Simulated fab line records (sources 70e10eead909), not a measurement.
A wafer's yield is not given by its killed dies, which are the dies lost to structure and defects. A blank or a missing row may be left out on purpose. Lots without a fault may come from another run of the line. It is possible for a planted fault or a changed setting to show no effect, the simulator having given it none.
Which tool was responsible?	flow nandHarc	13 lots with 39 wafers sampled at 5 steps, on a route of 1159 steps

WHAT EACH GAUGE READ, for each wafer
NHARC_THIN_TSV_CD_MEAS_33 targets a cd of 5000 nm.
lot	measured	on	cdNm (nm)
L119	day 19 15:49	cdSem-03	4997.1 4998.7 4996.4
L122	day 19 18:29	cdSem-03	4995.7 4995.6 4996.5
L126	day 20 04:54	cdSem-03	5001.1 4997.7 4998.7
L124	day 20 07:56	cdSem-03	5000.9 4995.1 4995.7
L127	day 21 07:21	cdSem-02	4997.6 5001.2 4997.3
L125	day 21 11:48	cdSem-01	4995.5 4995.3 4996.6
L136	day 23 09:26	cdSem-01	4997.3 4996.5 4998.3
L132	day 23 10:09	cdSem-01	4996.4 4997.1 4994.3
L131	day 23 11:26	cdSem-01	4997.7 4998.6 4998.0
L133	day 23 13:09	cdSem-01	4998.7 4997.1 4998.7
L137	day 23 21:43	cdSem-02	5002.0 5003.4 5000.8
L141	day 24 07:01	cdSem-03	4994.6 4994.6 4995.4
L142	day 24 20:34	cdSem-01	5001.6 5000.4 4999.0

NHARC_END_SORT_01.
lot	measured	on	defectLimitedYield (%)	killedAtArray	killedAtOther	killedAtPeriphery	killedDies	killedOpen	killedShort	sort_bin_2_pct (%)	sort_bin_3_pct (%)	sort_bin_4_pct (%)	sortNPass	sortRimYieldPct (%)	sortYieldPct (%)
L119	day 20 08:50	prober-02	95.4 96.3 97.2	28 23 17	1 0 0	2 2 2	31 25 19	2 4 1	2 1 3	0.9 1.8 0.7	0.44 0.15 0	3.2 1.8 2.1	646 652 658	97 97 94	95.4 96.3 97.2
L122	day 20 17:25	prober-02	95.6 95.3 95.9	27 27 26	0 1 1	3 4 1	30 32 28	4 1 5	2 5 3	1.2 1.8 1.0	0.30 0.15 0	3.0 2.8 3.1	647 645 649	95 92 94	95.6 95.3 95.9
L126	day 21 01:08	prober-02	97.3 96.6 97.3	16 18 17	0 0 0	2 5 1	18 23 18	4 6 4	4 2 2	0.9 0.7 1.2	0.15 0.15 0.15	1.6 2.5 1.3	659 654 659	99 97 98	97.3 96.6 97.3
L124	day 21 07:55	prober-01	94.1 95.4 95.4	35 26 28	1 1 1	4 4 2	40 31 31	1 3 2	2 1 2	2.8 0.6 1.9	0.15 0.30 0.15	3.0 3.7 2.5	637 646 646	92 91 92	94.1 95.4 95.4
L127	day 21 16:46	prober-02	94.4 95.9 94.8	30 22 24	0 1 2	8 5 9	38 28 35	2 2 7	2 2 3	1.6 1.6 1.9	0.44 0.44 0.15	3.5 2.1 3.1	639 649 642	95 92 98	94.4 95.9 94.8
L125	day 22 00:25	prober-01	95.6 96.0 96.2	24 26 25	3 1 0	3 0 1	30 27 26	4 2 2	2 3 2	1.3 1.3 1.2	0.44 0.15 0.15	2.7 2.5 2.5	647 650 651	92 94 94	95.6 96.0 96.2
L136	day 23 18:08	prober-02	95.3 94.5 95.6	31 36 30	0 0 0	1 1 0	32 37 30	0 1 2	1 3 1	1.3 2.4 1.9	0.30 0.15 0.44	3.1 3.0 2.1	645 640 647	92 87 97	95.3 94.5 95.6
L132	day 23 18:58	prober-01	96.6 95.4 96.9	14 23 13	1 0 1	8 8 7	23 31 21	3 6 1	2 3 5	1.2 0.9 0.7	0.44 0.15 0.15	1.8 3.5 2.2	654 646 656	96 96 98	96.6 95.4 96.9
L131	day 24 01:56	prober-02	95.0 93.9 96.0	26 29 20	4 2 1	4 10 6	34 41 27	3 6 3	4 3 1	2.1 2.7 1.3	0.59 0.15 0	2.4 3.2 2.7	643 636 650	94 97 97	95.0 93.9 96.0
L133	day 24 01:56	prober-01	95.3 83.9 93.4	31 107 42	1 1 0	0 1 3	32 109 45	1 3 8	0 0 1	1.5 5.8 2.5	0.30 3.99 0.30	3.0 6.4 3.8	645 568 632	92 97 85	95.3 83.9 93.4
L137	day 24 18:20	prober-01	98.5 97.3 85.4	7 11 93	0 1 1	3 6 5	10 18 99	3 1 2	0 3 2	0.7 0.7 6.4	0 0.30 2.81	0.7 1.6 5.5	667 659 578	98 95 97	98.5 97.3 85.4
L141	day 25 01:21	prober-01	97.0 97.2 95.9	18 18 26	2 0 0	0 1 2	20 19 28	2 0 3	0 1 7	0.9 0.7 1.3	0 0.15 0.15	2.1 1.9 2.7	657 658 649	99 96 97	97.0 97.2 95.9
L142	day 25 09:56	prober-01	96.0 96.3 95.9	17 13 19	5 6 3	5 6 6	27 25 28	1 1 2	3 3 2	1.3 1.6 1.3	0.15 0.15 0.15	2.5 1.9 2.7	650 652 649	96 95 94	96.0 96.3 95.9

WHAT TOOL EACH LOT RAN ON (gives the tool, then ch and the chambers of the sampled wafers, and finally the start)
lot	NHARC_A_M0_STRIP_19	NHARC_THIN_TSV_STRIP_45	NHARC_THIN_TSV_CMP_21
L119	wetBench-02 ch 1,5,7, day 18 03:47	plasmaAsher-01 ch 0,1, day 19 10:58	cmp-04 ch 1,2, day 19 14:22
L122	wetBench-02 ch 2,5,7, day 18 10:47	plasmaAsher-02 ch 0,1, day 19 13:30	cmp-02 ch 0,3, day 19 16:52
L126	wetBench-02 ch 2,3,4, day 18 20:01	plasmaAsher-02 ch 1, day 19 23:25	cmp-02 ch 0,2, day 20 03:18
L124	wetBench-01 ch 1,2,3, day 19 00:22	plasmaAsher-02 ch 0,1, day 20 02:38	cmp-04 ch 0,2,3, day 20 06:13
L127	wetBench-01 ch 0,5,7, day 20 01:17	plasmaAsher-02 ch 0,1, day 21 02:37	cmp-02 ch 0,2,3, day 21 05:55
L125	wetBench-01 ch 0,1,6, day 20 06:30	plasmaAsher-02 ch 0,1, day 21 06:55	cmp-04 ch 1,2, day 21 10:14
L136	wetBench-02 ch 4,5,7, day 22 00:20	plasmaAsher-02 ch 1, day 23 04:31	cmp-03 ch 1,3, day 23 07:48
L132	wetBench-01 ch 0,2,4, day 22 00:56	plasmaAsher-01 ch 0,1, day 23 05:25	cmp-03 ch 0,1,2, day 23 08:41
L131	wetBench-04 ch 0,2,4, day 22 02:49	plasmaAsher-01 ch 0,1, day 23 06:25	cmp-03 ch 0,1,2, day 23 09:50
L133	wetBench-01 ch 3,5,6, day 22 03:35	plasmaAsher-01 ch 0,1, day 23 07:48	cmp-02 ch 0,2,3, day 23 11:41
L137	wetBench-01 ch 3,4,5, day 22 16:12	plasmaAsher-01 ch 1, day 23 16:40	cmp-02 ch 0,1,3, day 23 20:10
L141	wetBench-04 ch 1,4,7, day 23 01:02	plasmaAsher-01 ch 0,1, day 24 02:10	cmp-04 ch 1,2, day 24 05:26
L142	wetBench-02 ch 1,6,7, day 23 16:12	plasmaAsher-01 ch 0,1, day 24 15:53	cmp-03 ch 1,3, day 24 19:05
- NHARC_A_M0_STRIP_19: strips in post etch residue remover, time 600 s.
- NHARC_THIN_TSV_STRIP_45: strips in O2.
- NHARC_THIN_TSV_CMP_21: polishes, t overpolish 30 s, target thk 2000 nm.

AS READ BY THE TOOLS THEMSELVES (means over the sampled wafers that have a number; for cases with no such wafer, the mark the record gives instead)
NHARC_THIN_TSV_STRIP_45.
lot	tool	drypumpMotorCurrentA (A)	heaterPowerW (W)
L119	plasmaAsher-01	6.0	336
L122	plasmaAsher-02	5.3	319
L126	plasmaAsher-02	5.1	282
L124	plasmaAsher-02	5.3	327
L127	plasmaAsher-02	5.3	324
L125	plasmaAsher-02	5.5	354
L136	plasmaAsher-02	5.1	285
L132	plasmaAsher-01	5.8	332
L131	plasmaAsher-01	5.8	329
L133	plasmaAsher-01	5.8	329
L137	plasmaAsher-01	6.2	344
L141	plasmaAsher-01	5.9	336
L142	plasmaAsher-01	5.8	333

NHARC_THIN_TSV_CMP_21.
lot	tool	motorCurrentA (A)	overpolishRunS (s)	slurryFilterDpKPa (kPa)
L119	cmp-04	12.3	29.997	13.63
L122	cmp-02	12.6	29.999	13.59
L126	cmp-02	12.7	29.999	13.54
L124	cmp-04	12.3	29.992	13.37
L127	cmp-02	12.8	30.004	13.42
L125	cmp-04	11.4	29.999	13.64
L136	cmp-03	12.1	30.000	13.49
L132	cmp-03	11.1	29.995	13.40
L131	cmp-03	11.3	29.997	13.54
L133	cmp-02	13.0	30.008	13.52
L137	cmp-02	12.3	29.998	13.45
L141	cmp-04	11.8	29.996	13.51
L142	cmp-03	11.6	29.997	13.45

THE ANSWER, worked out from the rows above alone
Rule: what is usual is taken from the lots themselves. Put in order of their means at a reading, lots are off if they are a third of the lots or fewer, leave a main group of 4 or more, and stand apart from it by a gap of 3 or more times the standard deviation of the main group's means; of several such gaps the widest counts. A main group whose means are all the same, to the digits that the tables above print for the reading, isn't used. A lot without any number at a reading at which 4 lots or more have one is off too. Any other lot the step has rows for is counted as sound. Order of review: gauges by route order, followed by the tools' own readings, for which a lot's mean as printed above is used. The first step at which some lot is off is used, and at that step the reading that is off furthest; a lot without a number counts as furthest.
Off at NHARC_END_SORT_01 (sort_bin_3_pct): L133, L137. Mean 0.21 % and standard deviation 0.069 in the main group.
A tool fits if, at a process step before that reading, it ran every lot that is off, and no sound lot after the first of them. The gauges at NHARC_END_SORT_01 are tried like those tools. 2 tools fit, wetBench-01 at NHARC_A_M0_STRIP_19 and cmp-02 at NHARC_THIN_TSV_CMP_21, so this cannot tell which one it is.

WHAT THE SIMULATOR PUT IN
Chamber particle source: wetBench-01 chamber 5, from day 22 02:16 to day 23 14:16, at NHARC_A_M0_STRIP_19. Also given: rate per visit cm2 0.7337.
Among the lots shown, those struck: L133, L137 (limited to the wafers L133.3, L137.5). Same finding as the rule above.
